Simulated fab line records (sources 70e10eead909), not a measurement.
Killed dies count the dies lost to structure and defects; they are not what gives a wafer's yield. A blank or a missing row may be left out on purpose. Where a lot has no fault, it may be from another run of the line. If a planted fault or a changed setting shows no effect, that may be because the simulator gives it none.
Struck lot and sound lot, side by side ; flow nand-harc ; 24 steps out of a route of 1159
Sound: the wafers L793.1, L793.2, L793.6. Wafers struck: L803.1, L803.3, L803.6. The cause comes at the end.
Per side, at each step with rows, come the tool, then ch with its chambers, and then its first start. Under that, the readings that differ: sound wafers ; struck wafers ; difference of the means ; sigmas: that difference in standard deviations of wafers without a fault.
alike: a reading whose means differ by less than 2 such deviations, as well as words and numbers matching on both sides. not compared: withheld readings; readings where some wafer has no value; bounds like >300 that might hide an equal value; numbers whose values overlap and for which the record gives no deviation.
Wherever a step has rows on one side only, a row that says differs or no value, or a row with sigmas, the two part there. When numbers do not overlap yet have no deviation, they are printed without sigmas and do not part them. Lack of a reading on every wafer of one side parts them only where that side has two or more wafers.

NHARC_P_M0_INSPECT_27:
  sound: defect-inspect-02 at day 6 18:07; struck: defect-inspect-02 at day 9 02:52
reading;sound;struck;difference;sigmas
raw-defect-count;354 491 444;244 190 257;-199;-2
NHARC_P_M0_PRE_CLEAN_31: time 12 s.
  sound on pecvd-02 ch 0,1,2, day 6 18:11; struck on pecvd-04 ch 0,1,2, day 9 02:55
  alike: heater-power-w
NHARC_P_M0_DEP_32: deposits SiCN, target thk 30 nm.
  sound on pecvd-02 ch 0,1,2, day 6 18:15; struck on pecvd-04 ch 0,1,2, day 9 03:00
  alike: heater-power-w
then, 8 steps without rows for these wafers: NHARC_P_M1_DEP_00 (deposits SiOC, target thk 182.5 nm); NHARC_P_M1_DEHYDRATE_01 (time 120 s); NHARC_P_M1_HMDS_02 (time 30 s); NHARC_P_M1_COAT_34 (time 65 s); NHARC_P_M1_COAT_03 (resist thk 90 nm); NHARC_P_M1_SOFTBAKE_04 (time 55 s); NHARC_P_M1_EBR_05; NHARC_P_M1_EXPOSE_06 (exposes mask P M1, target cd 130 nm).
NHARC_P_M1_PEB_07: peb time 65 s.
  sound on litho-track-01 ch 0, day 6 19:26; struck on litho-track-01 ch 0, day 9 04:10
reading;sound;struck;difference;sigmas
heater-power-total-W (W);157.1 157.1 157.1;163.3 163.9 164.5;+6.8;+15
plate-temp-C (C);99.91 100.00 99.94;103.46 103.18 103.53;+3.44;+26
then, 1 step without rows for these wafers: NHARC_P_M1_DEVELOP_08 (develop time 35 s).
NHARC_P_M1_CD_MEAS_09: the cd target is 130 nm.
  sound on cd-sem-01 ch 0, day 6 19:31; struck on cd-sem-03 ch 0, day 9 04:15
reading;sound;struck;difference;sigmas
cd-nm (nm);130.8 129.7 131.2;141.2 140.5 140.8;+10.3;+17
NHARC_P_M1_OVL_MEAS_10: pitch 260 nm.
  sound: overlay-02 at day 6 19:36; struck: overlay-02 at day 9 04:20
reading;sound;struck;difference;sigmas
overlay-x-nm (nm);-1.2 -1.6 -1.6;0.7 1.1 0.5;+2.2;+3
  alike: overlay-y-nm
NHARC_P_M1_INSPECT_11:
  sound: defect-inspect-02 at day 6 19:38; struck: defect-inspect-01 at day 9 04:23
  alike: raw-defect-count
NHARC_P_M1_DESCUM_14: chemistry O2, time 3 s.
  sound on rie-diel-10 ch 1,2,3, day 6 19:41; struck on rie-diel-04 ch 0,1,2, day 9 04:27
reading;sound;struck;difference;sigmas
model.P_M1.cd-nm (nm);130.7 130 131.7;141.3 140.5 140;+9.8;
  alike: drypump-motor-current-A, oes-product-au, rf-vpp-V, showerhead-plenum-p-Torr, throttle-valve-pct
  not compared: rf-hours-counter-h
NHARC_P_M1_ETCH_35: etches the open film in N2/H2, target depth 40 nm, overetch 12 nm, time 43.94 s.
  sound on rie-diel-10 ch 1,3, day 6 19:47; struck on rie-diel-04 ch 0,1, day 9 04:32
reading;sound;struck;difference;sigmas
oes-product-au (a.u.);1.002 1.003 1.010;0.976 0.994 0.982;-0.021;-2
  alike: bias-w, drypump-motor-current-A, rf-vpp-V, showerhead-plenum-p-Torr, throttle-valve-pct
  not compared: rf-hours-counter-h
NHARC_P_M1_ETCH_15: etches the open film in C4F8/Ar, target depth 182.5 nm, time 91.2 s.
  sound: rie-diel-10 ch 1,2,3; struck: rie-diel-04 ch 1,2
reading;sound;struck;difference;sigmas
oes-product-au (a.u.);0.984 0.990 0.958;0.930 0.943 0.938;-0.040;-2
  alike: bias-w, rf-vpp-V
  not compared: rf-hours-counter-h
NHARC_P_M1_CD_MEAS_16:
  sound: cd-sem-01 at day 6 20:00; struck: cd-sem-01 at day 9 04:52
reading;sound;struck;difference;sigmas
cd-nm (nm);131.2 130.1 131.3;140.8 141.0 139.4;+9.5;+12
NHARC_P_M1_STRIP_18: strips in N2/H2.
  sound on rie-diel-02 ch 1,2, day 6 20:04; struck on rie-diel-04 ch 0,1,2, day 9 05:00
  alike: drypump-motor-current-A, oes-product-au, rf-vpp-V, showerhead-plenum-p-Torr, throttle-valve-pct
  not compared: rf-hours-counter-h
NHARC_P_M1_ETCH_28: etches the open film in CF4/N2, target depth 30 nm, time 72.99 s.
  sound: rie-diel-02 ch 0,2; struck: rie-diel-04 ch 0,3
reading;sound;struck;difference;sigmas
oes-product-au (a.u.);1.017 1.015 1.011;1.005 0.981 0.983;-0.025;-2
model.P_M1.cd-nm (nm);130.6 130.1 131.6;141.3 141.6 139.8;+10.1;
  alike: bias-w, drypump-motor-current-A, rf-vpp-V, showerhead-plenum-p-Torr, throttle-valve-pct
  not compared: rf-hours-counter-h
then, 1 step without rows for these wafers: NHARC_P_M1_STRIP_19 (strips in post etch residue remover, time 600 s).
NHARC_END_SORT_01:
  the record has rows for the sound wafers here (prober-01 ch 0, day 20 07:41) and none for the struck ones

== WHERE THEY PART ==
Last at NHARC_END_SORT_01 as far as this record goes, first at NHARC_P_M0_INSPECT_27.

WHY: whatever the simulator had introduced
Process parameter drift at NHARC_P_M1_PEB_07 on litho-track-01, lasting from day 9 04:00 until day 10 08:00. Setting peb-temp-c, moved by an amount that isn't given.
